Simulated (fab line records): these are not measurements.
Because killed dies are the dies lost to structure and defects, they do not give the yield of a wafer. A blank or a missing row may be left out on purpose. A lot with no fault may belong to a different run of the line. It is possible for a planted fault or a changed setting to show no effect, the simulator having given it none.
Lot-split experiment -- flow n5Finfet -- 7 lots, 39 wafers read, on a route of 1938 steps

== SPLIT DETAILS ==
At N5_GATE_CUT_HM_DEP_46 (deposits SiO2 from TEOS/O2, target thk 130 nm, time 26.6 s), the setting timeS was moved away from the recipe's 26.6 s on 15 of the 39 wafers read, by -28.6% to +54.0%. All remaining wafers had this setting at the recipe value.

== FROM THE SPLIT TO THE READING: what the file shows between them, 9 steps ==
- N5_GATE_CUT_COAT_34: time 60 s, resist thk 60 nm
- N5_GATE_CUT_COAT_35: time 60 s, resist thk 10 nm
- N5_GATE_CUT_STRIP_38: strips in N2/H2
- N5_GATE_CUT_STRIP_39: strips in N2/H2
- N5_GATE_CUT_HM_OPEN_40: chemistry C4F6/O2, target SiO2, target depth 139 nm, time 85.1 s
- N5_GATE_CUT_STRIP_41: strips in CF4
- N5_GATE_CUT_STRIP_42: strips in O2
- N5_GATE_CUT_ALD_22: deposits SiNx, target thk 16 nm, pulse time 1 s, ald cycles 320
- N5_GATE_CUT_CMP_23: polishes, stops on SiO2, t overpolish 23.4 s, target thk 16 nm

== THE READING ==
GC_FILL_THK in nanometres, read at N5_GATE_CUT_THK_MEAS_24. Typical for fault-free wafers on this fab line: 219.4 nm, with standard deviation 2.2 nm.

wafer,"tool, chamber at the split","timeS as run, s",against the recipe,"GC_FILL_THK, nm",against lot-mates on the recipe
L079.1,"pecvd-04, 2",22.42,-15.7%,202.9,-18.2
L079.2,"pecvd-04, 0",26.6,recipe,219.3,-
L079.3,"pecvd-04, 1",26.6,recipe,219.9,-
L079.4,"pecvd-04, 1",22.42,-15.7%,201.2,-19.9
L079.5,"pecvd-04, 0",22.42,-15.7%,201.8,-19.3
L079.6,"pecvd-04, 2",26.6,recipe,224.0,-
L084.1,"pecvd-02, 2",26.6,recipe,220.5,-
L084.2,"pecvd-02, 0",26.6,recipe,218.3,-
L084.3,"pecvd-02, 1",26.6,recipe,218.3,-
L084.4,"pecvd-02, 1",26.6,recipe,221.0,-
L084.5,"pecvd-02, 0",26.6,recipe,220.7,-
L084.6,"pecvd-02, 2",26.6,recipe,224.6,-
L090.1,"pecvd-04, 0",40.97,+54.0%,287.0,+66.4
L090.2,"pecvd-04, 2",26.6,recipe,219.6,-
L090.3,"pecvd-04, 1",40.97,+54.0%,286.2,+65.6
L090.4,"pecvd-04, 1",26.6,recipe,220.3,-
L090.5,"pecvd-04, 0",26.6,recipe,221.9,-
L090.6,"pecvd-04, 2",40.97,+54.0%,288.5,+67.9
L091.1,"pecvd-04, 2",34.6,+30.1%,257.1,+36.9
L091.2,"pecvd-04, 0",34.6,+30.1%,257.3,+37.1
L091.3,"pecvd-04, 1",26.6,recipe,218.1,-
L091.4,"pecvd-04, 1",26.6,recipe,220.4,-
L091.5,"pecvd-04, 0",34.6,+30.1%,260.4,+40.2
L091.6,"pecvd-04, 2",26.6,recipe,222.0,-
L092.1,"pecvd-02, 0",26.6,recipe,215.9,-
L092.3,"pecvd-02, 1",26.6,recipe,219.4,-
L092.4,"pecvd-02, 1",26.6,recipe,220.7,-
L093.1,"pecvd-01, 1",26.6,recipe,220.2,-
L093.2,"pecvd-01, 0",18.99,-28.6%,181.3,-37.9
L093.3,"pecvd-01, 2",18.99,-28.6%,178.4,-40.8
L093.4,"pecvd-01, 0",18.99,-28.6%,182.7,-36.5
L093.5,"pecvd-01, 1",26.6,recipe,218.1,-
L093.6,"pecvd-01, 2",26.6,recipe,219.4,-
L094.1,"pecvd-02, 1",38.61,+45.2%,275.3,+54.9
L094.2,"pecvd-02, 0",26.6,recipe,218.3,-
L094.3,"pecvd-02, 0",26.6,recipe,220.5,-
L094.4,"pecvd-02, 1",38.61,+45.2%,277.8,+57.4
L094.5,"pecvd-02, 0",38.61,+45.2%,277.1,+56.7
L094.6,"pecvd-02, 1",26.6,recipe,222.3,-

THE FIT
A straight line over all 39 wafers: GC_FILL_THK changes by +1.26 nm for each +1% of timeS; r = +1.00; the points scatter about the line by 2 nm.
The same after taking each lot's own level away (the mean of its wafers on the recipe; 39 wafers): +1.26 nm for each +1%; r = +1.00; scatter 1.8 nm.
Per that fit: largest timeS move, reading shift of 68 nm.
Across the lots, their own levels run from 218.67 to 221.07 nm, a range of 1.1 times the standard deviation given above.
The two slopes are in agreement: the lot-to-lot level therefore moves the slope only a little.
Check: for one of the wafers moved furthest among these (+54.0%), held out of the fit, the line's prediction against its lot-mates is +67.9 nm. It came out at +66.4 nm against them.

== THESE WAFERS: OTHER SPLITS ==
Before the reading, these wafers also passed through other splits. Each is held against what the fit with the lots' levels taken away leaves over:
other split on the same wafers,wafers away from the commonest value,r with GC_FILL_THK (lot level and that fit taken away)
N5_FIN_SAQP_ETCH_69 targetDepthA,18,+0.08
N5_SD_EPI_P_EPI_21 epiGrowthTimeS,18,+0.08

== THE WHOLE CHAIN: every reading that the file lists as answering this split, in the file's order ==
step,what it does,reading,change (the file's fit),r (the file's)
N5_GATE_CUT_HM_DEP_46,"deposits SiO2 from TEOS/O2, target thk 130 nm, time 26.6 s","SiO2_of_GATE_CUT_HM_DEP_46.thkNm (the simulator's own value, which no gauge read)",+1.25 nm for each +1% of the setting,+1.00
N5_GATE_CUT_HM_OPEN_40,"chemistry C4F6/O2, target SiO2, target depth 139 nm, time 85.1 s",etchRfOnTimeS,withheld for each +1% of the setting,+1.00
N5_GATE_CUT_HM_OPEN_40,"chemistry C4F6/O2, target SiO2, target depth 139 nm, time 85.1 s","etch.depthNm (the simulator's own value, which no gauge read)",+1.25 nm for each +1% of the setting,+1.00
N5_GATE_CUT_HM_OPEN_40,"chemistry C4F6/O2, target SiO2, target depth 139 nm, time 85.1 s","SOC_of_GATE_CUT_COAT_34.thkNm (the simulator's own value, which no gauge read)",-0.262 nm for each +1% of the setting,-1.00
N5_GATE_CUT_THK_MEAS_24,,GC_FILL_THK,+1.25 for each +1% of the setting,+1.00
N5_GATE_CUT_CMP_43,polishes SiO2,"SiO2_of_GATE_CUT_HM_DEP_46.thkNm (the simulator's own value, which no gauge read)",+0.0604 nm for each +1% of the setting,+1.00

== THE FILE'S OWN FIT ==
GC_FILL_THK changes by +1.25 nm for each +1% of timeS, r = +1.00.
